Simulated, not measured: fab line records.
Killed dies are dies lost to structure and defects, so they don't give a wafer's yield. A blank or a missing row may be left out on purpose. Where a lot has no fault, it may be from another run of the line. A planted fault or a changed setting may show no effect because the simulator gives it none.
Which tool did it? | flow n5 finfet | 11 lots with 31 wafers sampled at 5 steps, on a route of 1938 steps

## WHAT EACH GAUGE READ, for each wafer
N5_STI_FIN_REVEAL_INSPECT_13: inspects for defects (darkfield).
lot  | measured    | on                | raw defect count
L655 | day 2 18:19 | defect inspect-02 | 7 3 8
L656 | day 3 02:26 | defect inspect-01 | 15 11 9
L657 | day 3 07:04 | defect inspect-01 | 13 22 10
L660 | day 3 23:52 | defect inspect-02 | 8 6 6
L665 | day 5 07:58 | defect inspect-01 | 8 11
L666 | day 5 13:59 | defect inspect-02 | 12 12 9
L667 | day 5 19:09 | defect inspect-01 | 4 15 15
L668 | day 6 00:11 | defect inspect-02 | 571 9 8
L669 | day 6 06:18 | defect inspect-01 | 13 12 11
L670 | day 6 12:57 | defect inspect-01 | 6 21 585
L671 | day 6 19:14 | defect inspect-02 | 11 6

## WHICH TOOL RAN EACH LOT (tool, then ch and the chambers of the sampled wafers, then the start)
lot  | N5_FIN_CUT_CUT_ETCH_15          | N5_FIN_CUT_STRIP_22               | N5_STI_FIN_REVEAL_OXIDATION_31      | N5_STI_FIN_REVEAL_STRIP_35
L655 | rie si-02 ch 0,2, day 2 09:15   | rie diel-02 ch 1,3, day 2 09:22   | plasma asher-01 ch 0,1, day 2 17:41 | wet bench-01 ch 3,5,6, day 2 17:59
L656 | rie si-03 ch 0,3, day 2 16:46   | rie diel-04 ch 1,3, day 2 16:53   | plasma asher-01 ch 0,1, day 3 01:48 | wet bench-01 ch 1,3,5, day 3 02:05
L657 | rie si-03 ch 1,2, day 2 22:04   | rie diel-02 ch 0,1,2, day 2 22:12 | plasma asher-01 ch 0,1, day 3 06:26 | wet bench-04 ch 2,3,5, day 3 06:43
L660 | rie si-04 ch 0,2, day 3 14:49   | rie diel-04 ch 0,1,2, day 3 14:56 | plasma asher-02 ch 0,1, day 3 23:13 | wet bench-04 ch 0,1,4, day 3 23:31
L665 | rie si-02 ch 0,2, day 4 22:35   | rie diel-02 ch 0,2, day 4 22:42   | plasma asher-02 ch 0,1, day 5 07:19 | wet bench-06 ch 0,4, day 5 07:37
L666 | rie si-03 ch 1,3, day 5 04:49   | rie diel-02 ch 0,2,3, day 5 04:57 | plasma asher-01 ch 0,1, day 5 13:21 | wet bench-04 ch 1,2,3, day 5 13:39
L667 | rie si-02 ch 0,1, day 5 09:57   | rie diel-02 ch 2,3, day 5 10:04   | plasma asher-01 ch 0,1, day 5 18:32 | wet bench-04 ch 0,1,7, day 5 18:49
L668 | rie si-02 ch 1,2,3, day 5 15:03 | rie diel-06 ch 0,1,2, day 5 15:16 | plasma asher-02 ch 0,1, day 5 23:29 | wet bench-04 ch 0,6,7, day 5 23:47
L669 | rie si-03 ch 0,3, day 5 21:14   | rie diel-04 ch 1,2,3, day 5 21:23 | plasma asher-01 ch 0,1, day 6 05:39 | wet bench-01 ch 1,3,6, day 6 05:58
L670 | rie si-04 ch 0,2, day 6 03:22   | rie diel-06 ch 0,1,3, day 6 03:29 | plasma asher-01 ch 0,1, day 6 12:16 | wet bench-04 ch 0,3,6, day 6 12:34
L671 | rie si-03 ch 1,2, day 6 09:37   | rie diel-06 ch 2,3, day 6 09:48   | plasma asher-01 ch 0,1, day 6 18:34 | wet bench-06 ch 2,5, day 6 18:52
- N5_FIN_CUT_CUT_ETCH_15: etches Si in HBr/Cl2/O2, target depth 100 nm, bt time 10 s, time 42.4 s.
- N5_FIN_CUT_STRIP_22: strips in N2/H2.
- N5_STI_FIN_REVEAL_OXIDATION_31: chemistry O2 PLASMA REMOTE, time 20 s.
- N5_STI_FIN_REVEAL_STRIP_35: strips Si3N4 in H3PO4, target depth 4 nm, time 39 s.

## THE ANSWER, worked out from the rows above alone
Rule: what is usual is taken from the lots themselves. Put in order of their means at a reading, lots are off if they are a third of the lots or fewer, leave a main group of 4 or more, and stand apart from it by a gap of 3 or more times the standard deviation of the main group's means; of several such gaps the widest counts. A main group is skipped when, at the precision printed for the reading in the tables above, its means are all equal. A lot without any number at a reading at which 4 lots or more have one is off too. Any other lot the step has rows for is counted as sound.
Off, at N5_STI_FIN_REVEAL_INSPECT_13 on raw defect count: L668, L670. Main group: mean 10, sd 2.7.
A tool fits if, at a process step before that reading, it ran every lot that is off, and no sound lot after the first of them. Those tools and the gauges at N5_STI_FIN_REVEAL_INSPECT_13 are tried in the same way. One fits: wet bench-04 at N5_STI_FIN_REVEAL_STRIP_35. Its last sound lot is L667 (day 5 18:49), its first lot that is off L668 (day 5 23:47): a fault that began between those two fits.

## WHAT THE SIMULATOR HAD PUT IN
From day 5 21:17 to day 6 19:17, wet bench-04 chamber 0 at N5_STI_FIN_REVEAL_STRIP_35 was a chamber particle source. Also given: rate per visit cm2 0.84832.
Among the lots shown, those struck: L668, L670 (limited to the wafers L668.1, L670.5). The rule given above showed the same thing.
